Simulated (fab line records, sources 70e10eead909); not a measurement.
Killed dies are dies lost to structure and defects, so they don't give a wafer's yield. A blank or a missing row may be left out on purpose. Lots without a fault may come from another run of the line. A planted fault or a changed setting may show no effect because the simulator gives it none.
Chamber matching | flow nand_harc | NHARC_A_M0_STRIP_18 on rie_diel-10: 4 sister chambers
The step strips in N2/H2. 22 wafers are shown with their chamber, then 11 later ones without.

WAFERS WITH THEIR CHAMBER
wafer  | chamber | rf_vpp_V (V) | throttle_valve_pct (%) | oes_product_au (a.u.)
L434.3 | 3       | 90.6         | 14.179                 | 1.018
L434.4 | 2       | 91.8         | 14.157                 | 1.009
L434.5 | 2       | 90.8         | 14.171                 | 1.013
L437.1 | 1       | 90.6         | 14.154                 | 1.011
L437.2 | 3       | 89.3         | 14.187                 | 1.000
L437.6 | 2       | 91.2         | 14.154                 | 0.990
L441.4 | 0       | 91.6         | 14.171                 | 1.003
L441.5 | 0       | 91.5         | 14.177                 | 1.007
L441.6 | 1       | 90.9         | 14.174                 | 1.003
L440.3 | 1       | 89.1         | 14.172                 | 1.015
L440.4 | 0       | 90.5         | 14.176                 | 1.012
L440.5 | 1       | 90.7         | 14.175                 | 1.011
L443.2 | 0       | 91.0         | 14.180                 | 1.015
L443.3 | 1       | 89.8         | 14.168                 | 1.010
L443.5 | 2       | 91.3         | 14.173                 | 1.010
L445.1 | 1       | 90.1         | 14.170                 | 1.009
L445.2 | 0       | 92.7         | 14.168                 | 0.998
L445.4 | 3       | 90.1         | 14.186                 | 0.992
L446.1 | 2       | 91.3         | 14.166                 | 0.996
L446.2 | 3       | 89.1         | 14.176                 | 1.001
L446.4 | 0       | 91.5         | 14.165                 | 1.000
L450.1 | 0       | 91.5         | 14.160                 | 0.999

SIGNATURES (means of the wafers above)
reading            | chamber 0 | chamber 1 | chamber 2 | chamber 3 | scatter within a chamber
rf_vpp_V           | 91.471    | 90.200    | 91.280    | 89.775    | 0.621
throttle_valve_pct | 14.17100  | 14.16883  | 14.16420  | 14.18200  | 0.00735
oes_product_au     | 1.00486   | 1.00983   | 1.00360   | 1.00275   | 0.00783
Rule: a wafer's distance from a chamber is the root of the sum, over the readings, of the square of ((its reading less the chamber's mean) divided by the reading's scatter). The wafer belongs to the nearest chamber; if the next one is less than 2 further off, it can't be placed. The scatter: the root of (the sum of the squares of (reading less its chamber's mean) over the shown wafers, divided by (wafers less chambers)).

WAFERS WITHOUT THEIR CHAMBER
wafer  | rf_vpp_V (V) | throttle_valve_pct (%) | oes_product_au (a.u.)
L450.3 | 89.1         | 14.168                 | 0.998
L450.6 | 91.2         | 14.179                 | 1.007
L452.3 | 89.2         | 14.163                 | 0.991
L452.4 | 92.8         | 14.181                 | 0.991
L452.6 | 89.7         | 14.170                 | 0.988
L451.2 | 92.6         | 14.180                 | 1.018
L451.3 | 90.4         | 14.164                 | 1.022
L451.4 | 91.2         | 14.177                 | 1.014
L456.1 | 89.8         | 14.164                 | 1.014
L456.3 | 91.5         | 14.174                 | 0.997
L456.5 | 91.5         | 14.178                 | 1.006

WHICH CHAMBER EACH WENT THROUGH
wafer  | from the rows above               | in truth
L450.3 | can't be placed: 3 or 1 or 2 or 0 | 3
L450.6 | can't be placed: 0 or 2 or 1 or 3 | 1
L452.3 | can't be placed: 1 or 3 or 2 or 0 | 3
L452.4 | can't be placed: 0 or 2           | 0
L452.6 | can't be placed: 3 or 1 or 2 or 0 | 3
L451.2 | can't be placed: 0 or 2 or 1      | 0
L451.3 | can't be placed: 1 or 2 or 0 or 3 | 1
L451.4 | can't be placed: 0 or 1 or 2 or 3 | 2
L456.1 | can't be placed: 1 or 2 or 3      | 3
L456.3 | can't be placed: 0 or 2 or 1 or 3 | 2
L456.5 | can't be placed: 0 or 2 or 1 or 3 | 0
Placed correctly: 0 of 11. Can't be placed from these rows: 11 (the true chamber is among the candidates in 11). Placed wrongly: 0.
